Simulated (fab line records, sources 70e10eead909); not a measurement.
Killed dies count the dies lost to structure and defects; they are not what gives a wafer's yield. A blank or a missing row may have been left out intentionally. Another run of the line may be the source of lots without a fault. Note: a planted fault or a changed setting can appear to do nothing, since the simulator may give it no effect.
Matching of chambers -- flow nand harc -- NHARC_A_CHANNEL_FILL_D1_CMP_10 on cmp-04 has 4 sister chambers
The step polishes, target thk 150 nm. 16 wafers are shown with their chamber, then 8 later ones without.

== WAFERS, EACH WITH ITS CHAMBER ==
wafer,chamber,motor current A (A),time to endpoint s (s)
L077.2,2,10.8,9.5
L077.3,3,12.6,13.7
L077.4,1,13.1,14.4
L078.1,3,12.5,14.8
L078.2,2,10.9,12.4
L078.3,1,12.6,15.5
L082.2,2,10.9,9.4
L082.3,3,12.3,11.2
L082.5,0,12.9,12.6
L084.1,1,13.3,15.2
L084.2,0,12.4,16.4
L084.6,1,12.8,15.5
L087.2,0,12.5,13.0
L087.3,1,13.8,13.9
L087.5,0,12.7,14.2
L090.1,1,12.9,12.2

SIGNATURES (averages over the wafers above)
reading,chamber 0,chamber 1,chamber 2,chamber 3,scatter within a chamber
motor current A,12.625,13.083,10.867,12.467,0.304
time to endpoint s,14.050,14.450,10.433,13.233,1.57
Rule: a wafer lies at a distance from a chamber equal to the root of the sum of squares, over the readings, of (its reading less the chamber's mean, divided by the reading's scatter). The wafer belongs to the nearest chamber; if the next one is less than 2 further off, it can't be placed. The scatter: take each reading less its chamber's mean, square it, sum over the shown wafers, divide by the number of wafers less the number of chambers, and take the root.

== WAFERS MISSING THEIR CHAMBER ==
wafer,motor current A (A),time to endpoint s (s)
L090.5,11.2,11.5
L090.6,13.4,12.3
L091.2,12.5,15.5
L091.5,12.7,13.8
L091.6,13.1,14.2
L095.1,10.8,12.3
L095.2,12.9,13.7
L095.5,11.1,12.5

== EACH ONE'S CHAMBER ==
wafer,from the rows above,in truth
L090.5,2,2
L090.6,can't be placed: 1 or 0 or 3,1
L091.2,can't be placed: 0 or 3 or 1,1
L091.5,can't be placed: 0 or 3 or 1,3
L091.6,can't be placed: 1 or 0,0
L095.1,2,2
L095.2,can't be placed: 1 or 0 or 3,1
L095.5,2,2
3 of 8 placed correctly. Cannot be placed on the basis of these rows: 5; the candidates contain the true chamber in 5. Number placed wrongly: 0.
